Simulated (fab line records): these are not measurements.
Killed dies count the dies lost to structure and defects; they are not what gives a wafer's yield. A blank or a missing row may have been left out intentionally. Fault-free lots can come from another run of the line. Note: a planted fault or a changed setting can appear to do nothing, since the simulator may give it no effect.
fab line records :: flow n5-finfet :: part 2 of 2: steps 16 to 21 of 21
record:
  lots: 5
  wafers: 15
  last-day: 17
route steps=1938 shown FIN_SAQP@116
lots that met no fault: from a run of the same line without faults
start-h: the number of hours between the record's first day and the start of the first shown wafer of the lot :: wait-h: how many hours have passed since the lot's step before this one :: " identical to the entry in the row above :: L1.1+2: a row that stands for several wafers :: - either no value or no given start :: * or withheld: withheld :: < > ~ a bound
route shown NAME@n: names a module that has steps shown in the file, with the first one's number in the route :: usual: the fault-free wafers' mean and standard deviation :: same: alike in all rows :: chamber/n: place in a boat :: sites: the reading at each site :: _std_site: standard deviation across them :: _edge_site: the outer-site mean with the inner-site mean subtracted :: radius-mm: for every site, how far away it sits from the centre of the wafer :: mask NAME#n: copy n :: behind: the last tool/chamber to shape the wafer :: hold: why the lot went on hold/how many hours it stayed there/how the hold came to an end :: device: names the non-switching transistor (n, p or np) :: end of line: the route-end tests of the same wafers :: for a step that has no rows: nothing shown but its recipe :: killed: the dies lost at the first sort to structure and to defects; this is not the yield of the wafer :: map: a wafer's dies, marking killed ones x, the rest . and places with no die _
set.NAME: the setting as run; set.NAME@STEP: as run at that earlier step :: model.NAME: the simulator's own value behind a step, which no gauge read
lots at some steps of the route; a table a step, a row a wafer
services: a tool's chamber out of use, with start hour (start-h, from the record's first day; less than 0 if before it), hours out, and reason
== steps ==
step: N5_FIN_SAQP_MANDREL_ETCH_58
recipe:
  chemistry: HBr/Cl2
  target: a-Si
  target-depth-a: 450
  bt-time-s: 10
  stop-on: SiNx
  mask-material: SiO2
  over-etch-frac: 0.8
  time-s: 27
  pressure-mtorr: 10
  icp-w: 800
  bias-w: 75
  HBr_flow_sccm: 150
  Cl2_flow_sccm: 80
  ends: end-point
usual:
  drypump-motor-current-A: 5.5/0.41
  oes-product-au: 0.696/0.012
  throttle-valve-pct: 35.6/0.4
lot.wafer: L074.2
tool: rie-si-05
chamber: 2
start-h: 26.23
wait-h: 0.0
drypump-motor-current-A: 5.5
oes-product-au: 0.681
rf-hours-counter-h: 205
throttle-valve-pct: 35.2

lot.wafer: L074.3
tool: rie-si-05
chamber: 3
start-h: 26.23
wait-h: 0.0
drypump-motor-current-A: 5.2
oes-product-au: 0.686
rf-hours-counter-h: 73
throttle-valve-pct: 35.8

lot.wafer: L074.6
tool: rie-si-05
chamber: 3
start-h: 26.23
wait-h: 0.0
drypump-motor-current-A: 5.2
oes-product-au: 0.694
rf-hours-counter-h: -
throttle-valve-pct: 35.8

lot.wafer: L082.4
tool: rie-si-04
chamber: 2
start-h: 72.69
wait-h: 0.0
drypump-motor-current-A: 5.2
oes-product-au: 0.703
rf-hours-counter-h: 148
throttle-valve-pct: 35.2

lot.wafer: L082.5
tool: rie-si-04
chamber: 3
start-h: 72.69
wait-h: 0.0
drypump-motor-current-A: 5.5
oes-product-au: 0.691
rf-hours-counter-h: -
throttle-valve-pct: 36.0

lot.wafer: L082.6
tool: rie-si-04
chamber: 2
start-h: 72.69
wait-h: 0.0
drypump-motor-current-A: 5.2
oes-product-au: 0.701
rf-hours-counter-h: -
throttle-valve-pct: 35.2

lot.wafer: L087.1
tool: rie-si-05
chamber: 2
start-h: 102.80
wait-h: 0.0
drypump-motor-current-A: 5.5
oes-product-au: 0.696
rf-hours-counter-h: 1
throttle-valve-pct: 34.9

lot.wafer: L087.4
tool: rie-si-05
chamber: 0
start-h: 102.80
wait-h: 0.0
drypump-motor-current-A: 5.8
oes-product-au: 0.716
rf-hours-counter-h: 93
throttle-valve-pct: 35.8

lot.wafer: L087.5
tool: rie-si-05
chamber: 2
start-h: 102.80
wait-h: 0.0
drypump-motor-current-A: 5.5
oes-product-au: 0.691
rf-hours-counter-h: -
throttle-valve-pct: 34.9

lot.wafer: L090.1
tool: rie-si-05
chamber: 2
start-h: 119.96
wait-h: 0.0
drypump-motor-current-A: 5.5
oes-product-au: 0.680
rf-hours-counter-h: 1
throttle-valve-pct: 34.9

lot.wafer: L090.2
tool: rie-si-05
chamber: 3
start-h: 119.96
wait-h: 0.0
drypump-motor-current-A: 5.2
oes-product-au: 0.684
rf-hours-counter-h: 75
throttle-valve-pct: 35.8

lot.wafer: L090.5
tool: rie-si-05
chamber: 0
start-h: 119.96
wait-h: 0.0
drypump-motor-current-A: 5.9
oes-product-au: 0.708
rf-hours-counter-h: -
throttle-valve-pct: 35.8

lot.wafer: L091.1
tool: rie-si-05
chamber: 1
start-h: 128.50
wait-h: 0.0
drypump-motor-current-A: 5.3
oes-product-au: 0.709
rf-hours-counter-h: 4
throttle-valve-pct: 35.9

lot.wafer: L091.3
tool: rie-si-05
chamber: 2
start-h: 128.50
wait-h: 0.0
drypump-motor-current-A: 5.5
oes-product-au: 0.687
rf-hours-counter-h: 1
throttle-valve-pct: 34.9

lot.wafer: L091.6
tool: rie-si-05
chamber: 2
start-h: 128.50
wait-h: 0.0
drypump-motor-current-A: 5.5
oes-product-au: 0.692
rf-hours-counter-h: -
throttle-valve-pct: 34.9
step: N5_FIN_SAQP_RECESS_63
recipe:
  chemistry: HF/NH3
  target: SiO2
  target-depth-a: 180
  afs-cycles: 3
  temp-c: 30
  sublimation-temp-c: 180
  sublimation-time-s: 60
usual:
  drypump-motor-current-A: 5.9/0.74
  temp-c: 30.01/0.11
lot.wafer: L074.2
tool: vapor-etch-02
chamber: 0
start-h: 26.31
wait-h: 0.1
drypump-motor-current-A: 5.3
temp-c: 30.09

lot.wafer: L074.3
tool: vapor-etch-02
chamber: 0
start-h: 26.31
wait-h: 0.1
drypump-motor-current-A: 5.3
temp-c: 30.03

lot.wafer: L074.6
tool: vapor-etch-02
chamber: 0
start-h: 26.31
wait-h: 0.1
drypump-motor-current-A: 5.3
temp-c: 29.99

lot.wafer: L082.4
tool: vapor-etch-02
chamber: 0
start-h: 72.89
wait-h: 0.2
drypump-motor-current-A: 5.3
temp-c: 30.05

lot.wafer: L082.5
tool: vapor-etch-02
chamber: 1
start-h: 72.89
wait-h: 0.2
drypump-motor-current-A: 6.8
temp-c: 30.03

lot.wafer: L082.6
tool: vapor-etch-02
chamber: 0
start-h: 72.89
wait-h: 0.2
drypump-motor-current-A: 5.3
temp-c: 30.07

lot.wafer: L087.1
tool: vapor-etch-02
chamber: 0
start-h: 102.88
wait-h: 0.1
drypump-motor-current-A: 5.3
temp-c: 30.20

lot.wafer: L087.4
tool: vapor-etch-02
chamber: 1
start-h: 102.88
wait-h: 0.1
drypump-motor-current-A: 6.8
temp-c: 30.29

lot.wafer: L087.5
tool: vapor-etch-02
chamber: 1
start-h: 102.88
wait-h: 0.1
drypump-motor-current-A: 6.8
temp-c: 30.06

lot.wafer: L090.1
tool: vapor-etch-01
chamber: 0
start-h: 120.04
wait-h: 0.1
drypump-motor-current-A: 6.3
temp-c: 30.07

lot.wafer: L090.2
tool: vapor-etch-01
chamber: 1
start-h: 120.04
wait-h: 0.1
drypump-motor-current-A: 4.9
temp-c: 30.25

lot.wafer: L090.5
tool: vapor-etch-01
chamber: 0
start-h: 120.04
wait-h: 0.1
drypump-motor-current-A: 6.3
temp-c: 29.84

lot.wafer: L091.1
tool: vapor-etch-01
chamber: 1
start-h: 128.58
wait-h: 0.1
drypump-motor-current-A: 4.9
temp-c: 30.06

lot.wafer: L091.3
tool: vapor-etch-01
chamber: 0
start-h: 128.58
wait-h: 0.1
drypump-motor-current-A: 6.3
temp-c: 30.17

lot.wafer: L091.6
tool: vapor-etch-01
chamber: 1
start-h: 128.58
wait-h: 0.1
drypump-motor-current-A: 4.9
temp-c: 29.91
step: N5_FIN_SAQP_COAT_68
recipe:
  resist: SOC
  temp-c: 250
  time-s: 60
  spin-rpm: 1500
  resist-thk-nm: 100
lot.wafer: L074.2+3+6
tool: litho-track-04
chamber: 0
start-h: 26.70
wait-h: 0.3

lot.wafer: L082.4+5+6
tool: litho-track-02
chamber: 0
start-h: 73.17
wait-h: 0.2

lot.wafer: L087.1+4+5
tool: litho-track-04
chamber: 0
start-h: 103.26
wait-h: 0.3

lot.wafer: L090.1+2+5
tool: litho-track-02
chamber: 0
start-h: 120.42
wait-h: 0.3

lot.wafer: L091.1+3+6
tool: litho-track-02
chamber: 0
start-h: 128.96
wait-h: 0.3
step: N5_FIN_SAQP_ETCH_69
recipe:
  chemistry: N2/H2
  target: SOC
  target-depth-a: 1500
  stop-on: SiNx
  ion-energy-ev: 100
  bias-w: 61
  pressure-mtorr: 30
  source-w: 850
  n2-flow-sccm: 200
  h2-flow-sccm: 200
usual:
  drypump-motor-current-A: 5.7/0.5
  oes-product-au: 0.76/0.087
  rf-vpp-V: 240.6/1.3
  showerhead-plenum-p-Torr: 2.54/0.08
  throttle-valve-pct: 17.78/0.23
lot.wafer: L074.2
tool: rie-diel-05
chamber: 1
start-h: 26.76
wait-h: -
drypump-motor-current-A: 5.5
oes-product-au: 0.72
rf-hours-counter-h: 183
rf-vpp-V: 240.2
showerhead-plenum-p-Torr: 2.52
throttle-valve-pct: 17.76

lot.wafer: L074.3
tool: rie-diel-05
chamber: 2
start-h: 26.76
wait-h: -
drypump-motor-current-A: 6.5
oes-product-au: 0.67
rf-hours-counter-h: 230
rf-vpp-V: 237.8
showerhead-plenum-p-Torr: 2.40
throttle-valve-pct: 17.91

lot.wafer: L074.6
tool: rie-diel-05
chamber: 3
start-h: 26.76
wait-h: -
drypump-motor-current-A: 5.7
oes-product-au: 0.70
rf-hours-counter-h: -
rf-vpp-V: 239.8
showerhead-plenum-p-Torr: 2.52
throttle-valve-pct: 18.20

lot.wafer: L082.4
tool: rie-diel-02
chamber: 3
start-h: 73.28
wait-h: -
drypump-motor-current-A: 6.5
oes-product-au: 0.72
rf-hours-counter-h: 167
rf-vpp-V: 241.0
showerhead-plenum-p-Torr: 2.54
throttle-valve-pct: 17.89

lot.wafer: L082.5
tool: rie-diel-02
chamber: 1
start-h: 73.28
wait-h: -
drypump-motor-current-A: 5.3
oes-product-au: 0.77
rf-hours-counter-h: -
rf-vpp-V: 240.8
showerhead-plenum-p-Torr: 2.54
throttle-valve-pct: 17.63

lot.wafer: L082.6
tool: rie-diel-02
chamber: 2
start-h: 73.28
wait-h: -
drypump-motor-current-A: 4.7
oes-product-au: 0.81
rf-hours-counter-h: -
rf-vpp-V: 240.9
showerhead-plenum-p-Torr: 2.66
throttle-valve-pct: 17.21

lot.wafer: L087.1
tool: rie-diel-06
chamber: 1
start-h: 103.34
wait-h: -
drypump-motor-current-A: 5.6
oes-product-au: 0.70
rf-hours-counter-h: 211
rf-vpp-V: 241.0
showerhead-plenum-p-Torr: 2.59
throttle-valve-pct: 17.94

lot.wafer: L087.4
tool: rie-diel-06
chamber: 3
start-h: 103.34
wait-h: -
drypump-motor-current-A: 5.7
oes-product-au: 0.69
rf-hours-counter-h: -
rf-vpp-V: 241.5
showerhead-plenum-p-Torr: 2.48
throttle-valve-pct: 17.57

lot.wafer: L087.5
tool: rie-diel-06
chamber: 3
start-h: 103.34
wait-h: -
drypump-motor-current-A: 5.7
oes-product-au: 0.69
rf-hours-counter-h: -
rf-vpp-V: 241.1
showerhead-plenum-p-Torr: 2.48
throttle-valve-pct: 17.58

lot.wafer: L090.1
tool: rie-diel-05
chamber: 1
start-h: 120.49
wait-h: -
drypump-motor-current-A: 5.4
oes-product-au: 0.69
rf-hours-counter-h: 219
rf-vpp-V: 240.2
showerhead-plenum-p-Torr: 2.50
throttle-valve-pct: 17.83

lot.wafer: L090.2
tool: rie-diel-05
chamber: 2
start-h: 120.49
wait-h: -
drypump-motor-current-A: 6.5
oes-product-au: 0.92
rf-hours-counter-h: 7
rf-vpp-V: 242.7
showerhead-plenum-p-Torr: 2.71
throttle-valve-pct: 17.64

lot.wafer: L090.5
tool: rie-diel-05
chamber: 3
start-h: 120.49
wait-h: -
drypump-motor-current-A: 5.7
oes-product-au: 0.68
rf-hours-counter-h: -
rf-vpp-V: 239.5
showerhead-plenum-p-Torr: 2.50
throttle-valve-pct: 18.27

lot.wafer: L091.1
tool: rie-diel-05
chamber: 2
start-h: 129.08
wait-h: -
drypump-motor-current-A: 6.5
oes-product-au: 0.91
rf-hours-counter-h: 12
rf-vpp-V: 243.6
showerhead-plenum-p-Torr: 2.71
throttle-valve-pct: 17.66

lot.wafer: L091.3
tool: rie-diel-05
chamber: 1
start-h: 129.08
wait-h: -
drypump-motor-current-A: 5.5
oes-product-au: 0.70
rf-hours-counter-h: 223
rf-vpp-V: 239.4
showerhead-plenum-p-Torr: 2.50
throttle-valve-pct: 17.83

lot.wafer: L091.6
tool: rie-diel-05
chamber: 0
start-h: 129.08
wait-h: -
drypump-motor-current-A: 5.5
oes-product-au: 0.81
rf-hours-counter-h: -
rf-vpp-V: 239.1
showerhead-plenum-p-Torr: 2.48
throttle-valve-pct: 17.81
step: N5_FIN_SAQP_ETCH_67
recipe:
  chemistry: CH3F/O2
  target: SiNx
  target-depth-a: 300
  mask-material: SOC
  pressure-mtorr: 30
  source-w: 395
  bias-w: 73
  Ar_flow_sccm: 150
  CH3F_flow_sccm: 30
  O2_flow_sccm: 20
  ion-energy-ev: 120
usual:
  CH3F_flow_sccm: 30.01/0.082
  O2_flow_sccm: 20.00/0.061
  drypump-motor-current-A: 5.6/0.5
  oes-product-au: 0.77/0.093
  rf-vpp-V: 295/7.5
  showerhead-plenum-p-Torr: 2.00/0.069
  throttle-valve-pct: 16.36/0.25
lot.wafer: L074.2
tool: rie-diel-05
chamber: 1
start-h: 26.82
wait-h: 0.0
CH3F_flow_sccm: 29.98
O2_flow_sccm: 20.02
drypump-motor-current-A: 5.4
oes-product-au: 0.73
rf-hours-counter-h: 183
rf-vpp-V: 287
showerhead-plenum-p-Torr: 2.00
throttle-valve-pct: 16.34

lot.wafer: L074.3
tool: rie-diel-05
chamber: 2
start-h: 26.82
wait-h: 0.0
CH3F_flow_sccm: 30.03
O2_flow_sccm: 20.06
drypump-motor-current-A: 6.4
oes-product-au: 0.68
rf-hours-counter-h: 230
rf-vpp-V: 297
showerhead-plenum-p-Torr: 1.90
throttle-valve-pct: 16.50

lot.wafer: L074.6
tool: rie-diel-05
chamber: 3
start-h: 26.82
wait-h: 0.0
CH3F_flow_sccm: 29.97
O2_flow_sccm: 19.97
drypump-motor-current-A: 5.7
oes-product-au: 0.70
rf-hours-counter-h: -
rf-vpp-V: 303
showerhead-plenum-p-Torr: 1.96
throttle-valve-pct: 16.59

lot.wafer: L082.4
tool: rie-diel-02
chamber: 3
start-h: 73.34
wait-h: 0.0
CH3F_flow_sccm: 30.02
O2_flow_sccm: 19.92
drypump-motor-current-A: 6.5
oes-product-au: 0.73
rf-hours-counter-h: 167
rf-vpp-V: 287
showerhead-plenum-p-Torr: 1.99
throttle-valve-pct: 16.42

lot.wafer: L082.5
tool: rie-diel-02
chamber: 1
start-h: 73.34
wait-h: 0.0
CH3F_flow_sccm: 30.15
O2_flow_sccm: 20.00
drypump-motor-current-A: 5.3
oes-product-au: 0.77
rf-hours-counter-h: -
rf-vpp-V: 303
showerhead-plenum-p-Torr: 2.02
throttle-valve-pct: 16.30

lot.wafer: L082.6
tool: rie-diel-02
chamber: 2
start-h: 73.34
wait-h: 0.0
CH3F_flow_sccm: 30.04
O2_flow_sccm: 20.05
drypump-motor-current-A: 4.7
oes-product-au: 0.82
rf-hours-counter-h: -
rf-vpp-V: 299
showerhead-plenum-p-Torr: 2.10
throttle-valve-pct: 15.98

lot.wafer: L087.1
tool: rie-diel-06
chamber: 1
start-h: 103.43
wait-h: 0.1
CH3F_flow_sccm: 30.11
O2_flow_sccm: 20.01
drypump-motor-current-A: 5.6
oes-product-au: 0.70
rf-hours-counter-h: 211
rf-vpp-V: 283
showerhead-plenum-p-Torr: 2.07
throttle-valve-pct: 16.77

lot.wafer: L087.4
tool: rie-diel-06
chamber: 3
start-h: 103.43
wait-h: 0.1
CH3F_flow_sccm: 30.09
O2_flow_sccm: 20.01
drypump-motor-current-A: 5.7
oes-product-au: 0.69
rf-hours-counter-h: -
rf-vpp-V: 297
showerhead-plenum-p-Torr: 1.97
throttle-valve-pct: 16.29

lot.wafer: L087.5
tool: rie-diel-06
chamber: 3
start-h: 103.43
wait-h: 0.1
CH3F_flow_sccm: 30.01
O2_flow_sccm: 19.98
drypump-motor-current-A: 5.7
oes-product-au: 0.70
rf-hours-counter-h: -
rf-vpp-V: 295
showerhead-plenum-p-Torr: 1.97
throttle-valve-pct: 16.30

lot.wafer: L090.1
tool: rie-diel-05
chamber: 1
start-h: 120.55
wait-h: 0.0
CH3F_flow_sccm: 30.16
O2_flow_sccm: 20.03
drypump-motor-current-A: 5.4
oes-product-au: 0.70
rf-hours-counter-h: 219
rf-vpp-V: 287
showerhead-plenum-p-Torr: 1.99
throttle-valve-pct: 16.42

lot.wafer: L090.2
tool: rie-diel-05
chamber: 2
start-h: 120.55
wait-h: 0.0
CH3F_flow_sccm: 29.96
O2_flow_sccm: 19.85
drypump-motor-current-A: 6.4
oes-product-au: 0.94
rf-hours-counter-h: 7
rf-vpp-V: 301
showerhead-plenum-p-Torr: 2.14
throttle-valve-pct: 16.14

lot.wafer: L090.5
tool: rie-diel-05
chamber: 3
start-h: 120.55
wait-h: 0.0
CH3F_flow_sccm: 29.97
O2_flow_sccm: 19.94
drypump-motor-current-A: 5.7
oes-product-au: 0.68
rf-hours-counter-h: -
rf-vpp-V: 302
showerhead-plenum-p-Torr: 1.95
throttle-valve-pct: 16.68

lot.wafer: L091.1
tool: rie-diel-05
chamber: 2
start-h: 129.14
wait-h: 0.0
CH3F_flow_sccm: 30.02
O2_flow_sccm: 19.90
drypump-motor-current-A: 6.5
oes-product-au: 0.92
rf-hours-counter-h: 12
rf-vpp-V: 301
showerhead-plenum-p-Torr: 2.14
throttle-valve-pct: 16.16

lot.wafer: L091.3
tool: rie-diel-05
chamber: 1
start-h: 129.14
wait-h: 0.0
CH3F_flow_sccm: 29.96
O2_flow_sccm: 19.95
drypump-motor-current-A: 5.4
oes-product-au: 0.69
rf-hours-counter-h: 223
rf-vpp-V: 287
showerhead-plenum-p-Torr: 1.99
throttle-valve-pct: 16.43

lot.wafer: L091.6
tool: rie-diel-05
chamber: 0
start-h: 129.14
wait-h: 0.0
CH3F_flow_sccm: 30.20
O2_flow_sccm: 20.01
drypump-motor-current-A: 5.4
oes-product-au: 0.82
rf-hours-counter-h: -
rf-vpp-V: 298
showerhead-plenum-p-Torr: 1.93
throttle-valve-pct: 16.17
step: N5_FIN_SAQP_STRIP_70
recipe:
  chemistry: N2/H2
  power-w: 500
  temp-c: 40
  pressure-mtorr: 50
  rf-frequency-hz: 6e+07
  overash-fraction: 0.3
  bias-power-w: 28
  h2-frac: 0.5
  n2-flow-sccm: 300
  h2-flow-sccm: 300
usual:
  bias-power-w: 27.99/0.078
  drypump-motor-current-A: 5.7/0.5
  oes-product-au: 0.77/0.089
  rf-vpp-V: 121.9/0.97
  showerhead-plenum-p-Torr: 3.35/0.1
  temp-c: 40.02/0.11
  throttle-valve-pct: 18.9/0.44
lot.wafer: L074.2
tool: rie-diel-05
chamber: 1
start-h: 26.86
wait-h: 0.0
bias-power-w: 28.03
drypump-motor-current-A: 5.4
oes-product-au: 0.73
rf-hours-counter-h: 183
rf-vpp-V: 121.5
showerhead-plenum-p-Torr: 3.33
temp-c: 40.14
throttle-valve-pct: 19.0

lot.wafer: L074.3
tool: rie-diel-05
chamber: 2
start-h: 26.86
wait-h: 0.0
bias-power-w: 28.00
drypump-motor-current-A: 6.5
oes-product-au: 0.69
rf-hours-counter-h: 230
rf-vpp-V: 121.7
showerhead-plenum-p-Torr: 3.18
temp-c: 39.94
throttle-valve-pct: 19.1

lot.wafer: L074.6
tool: rie-diel-05
chamber: 3
start-h: 26.86
wait-h: 0.0
bias-power-w: 28.00
drypump-motor-current-A: 5.8
oes-product-au: 0.71
rf-hours-counter-h: -
rf-vpp-V: 121.1
showerhead-plenum-p-Torr: 3.33
temp-c: 39.88
throttle-valve-pct: 19.6

lot.wafer: L082.4
tool: rie-diel-02
chamber: 3
start-h: 73.38
wait-h: 0.0
bias-power-w: 27.99
drypump-motor-current-A: 6.5
oes-product-au: 0.72
rf-hours-counter-h: 167
rf-vpp-V: 122.7
showerhead-plenum-p-Torr: 3.36
temp-c: 39.95
throttle-valve-pct: 18.6

lot.wafer: L082.5
tool: rie-diel-02
chamber: 1
start-h: 73.38
wait-h: 0.0
bias-power-w: 27.90
drypump-motor-current-A: 5.3
oes-product-au: 0.77
rf-hours-counter-h: -
rf-vpp-V: 121.4
showerhead-plenum-p-Torr: 3.36
temp-c: 39.99
throttle-valve-pct: 18.7

lot.wafer: L082.6
tool: rie-diel-02
chamber: 2
start-h: 73.38
wait-h: 0.0
bias-power-w: 27.84
drypump-motor-current-A: 4.7
oes-product-au: 0.83
rf-hours-counter-h: -
rf-vpp-V: 123.1
showerhead-plenum-p-Torr: 3.51
temp-c: 40.29
throttle-valve-pct: 18.1

lot.wafer: L087.1
tool: rie-diel-06
chamber: 1
start-h: 103.49
wait-h: 0.0
bias-power-w: 27.81
drypump-motor-current-A: 5.6
oes-product-au: 0.70
rf-hours-counter-h: 212
rf-vpp-V: 122.0
showerhead-plenum-p-Torr: 3.42
temp-c: 40.00
throttle-valve-pct: 18.6

lot.wafer: L087.4
tool: rie-diel-06
chamber: 3
start-h: 103.49
wait-h: 0.0
bias-power-w: 27.95
drypump-motor-current-A: 5.7
oes-product-au: 0.71
rf-hours-counter-h: -
rf-vpp-V: 121.0
showerhead-plenum-p-Torr: 3.28
temp-c: 40.11
throttle-valve-pct: 18.5

lot.wafer: L087.5
tool: rie-diel-06
chamber: 3
start-h: 103.49
wait-h: 0.0
bias-power-w: 28.01
drypump-motor-current-A: 5.7
oes-product-au: 0.71
rf-hours-counter-h: -
rf-vpp-V: 122.7
showerhead-plenum-p-Torr: 3.28
temp-c: 40.28
throttle-valve-pct: 18.5

lot.wafer: L090.1
tool: rie-diel-05
chamber: 1
start-h: 120.59
wait-h: 0.0
bias-power-w: 27.97
drypump-motor-current-A: 5.5
oes-product-au: 0.70
rf-hours-counter-h: 219
rf-vpp-V: 122.0
showerhead-plenum-p-Torr: 3.31
temp-c: 39.95
throttle-valve-pct: 19.0

lot.wafer: L090.2
tool: rie-diel-05
chamber: 2
start-h: 120.59
wait-h: 0.0
bias-power-w: 28.03
drypump-motor-current-A: 6.5
oes-product-au: 0.95
rf-hours-counter-h: 7
rf-vpp-V: 124.1
showerhead-plenum-p-Torr: 3.57
temp-c: 39.86
throttle-valve-pct: 18.8

lot.wafer: L090.5
tool: rie-diel-05
chamber: 3
start-h: 120.59
wait-h: 0.0
bias-power-w: 27.98
drypump-motor-current-A: 5.7
oes-product-au: 0.69
rf-hours-counter-h: -
rf-vpp-V: 121.4
showerhead-plenum-p-Torr: 3.31
temp-c: 39.98
throttle-valve-pct: 19.7

lot.wafer: L091.1
tool: rie-diel-05
chamber: 2
start-h: 129.18
wait-h: 0.0
bias-power-w: 28.01
drypump-motor-current-A: 6.5
oes-product-au: 0.94
rf-hours-counter-h: 12
rf-vpp-V: 122.3
showerhead-plenum-p-Torr: 3.57
temp-c: 40.08
throttle-valve-pct: 18.9

lot.wafer: L091.3
tool: rie-diel-05
chamber: 1
start-h: 129.18
wait-h: 0.0
bias-power-w: 28.02
drypump-motor-current-A: 5.5
oes-product-au: 0.69
rf-hours-counter-h: 223
rf-vpp-V: 122.9
showerhead-plenum-p-Torr: 3.31
temp-c: 39.98
throttle-valve-pct: 19.1

lot.wafer: L091.6
tool: rie-diel-05
chamber: 0
start-h: 129.18
wait-h: 0.0
bias-power-w: 27.90
drypump-motor-current-A: 5.5
oes-product-au: 0.81
rf-hours-counter-h: -
rf-vpp-V: 120.9
showerhead-plenum-p-Torr: 3.28
temp-c: 39.96
throttle-valve-pct: 19.2
== services ==
tool: rie-si-04
chamber: -
start-h: 8.86
hours: 0.3
kind: repair

tool: ald-sin-01
chamber: -
start-h: 9.71
hours: 6.2
kind: repair

tool: rie-diel-05
chamber: 0
start-h: 14.74
hours: 16.7
kind: repair

tool: rie-diel-06
chamber: -
start-h: 40.82
hours: 0.8
kind: repair

tool: rie-diel-05
chamber: -
start-h: 47.18
hours: 1.8
kind: repair

tool: ald-sin-01
chamber: -
start-h: 67.11
hours: 6.0
kind: pm

tool: ald-sin-03
chamber: 2
start-h: 71.24
hours: 4.0
kind: repair

tool: rie-si-04
chamber: 1
start-h: 81.65
hours: 14.0
kind: repair

tool: rie-diel-05
chamber: 2
start-h: 83.03
hours: -
kind: clean

tool: rie-diel-05
chamber: 2
start-h: 83.03
hours: -
kind: consumable-replace:focus-ring

tool: rie-diel-05
chamber: 2
start-h: 83.03
hours: -
kind: consumable-replace:showerhead

tool: rie-diel-05
chamber: 2
start-h: 83.03
hours: 13.0
kind: scheduled-down

tool: rie-diel-05
chamber: 2
start-h: 83.03
hours: 13.0
kind: vent-cycle

tool: rie-diel-06
chamber: 2
start-h: 92.18
hours: -
kind: clean

tool: rie-diel-06
chamber: 2
start-h: 92.18
hours: -
kind: consumable-replace:focus-ring

tool: rie-diel-06
chamber: 2
start-h: 92.18
hours: -
kind: consumable-replace:showerhead

tool: rie-diel-06
chamber: 2
start-h: 92.18
hours: 13.1
kind: scheduled-down

tool: rie-diel-06
chamber: 2
start-h: 92.18
hours: 13.1
kind: vent-cycle

tool: rie-diel-06
chamber: 0
start-h: 93.20
hours: 17.5
kind: repair

tool: rie-diel-05
chamber: 2
start-h: 111.68
hours: 4.3
kind: repair

tool: rie-si-05
chamber: 3
start-h: 121.11
hours: 9.0
kind: repair

tool: rie-diel-05
chamber: 3
start-h: 123.51
hours: -
kind: clean

tool: rie-diel-05
chamber: 3
start-h: 123.51
hours: -
kind: consumable-replace:focus-ring

tool: rie-diel-05
chamber: 3
start-h: 123.51
hours: 17.8
kind: scheduled-down
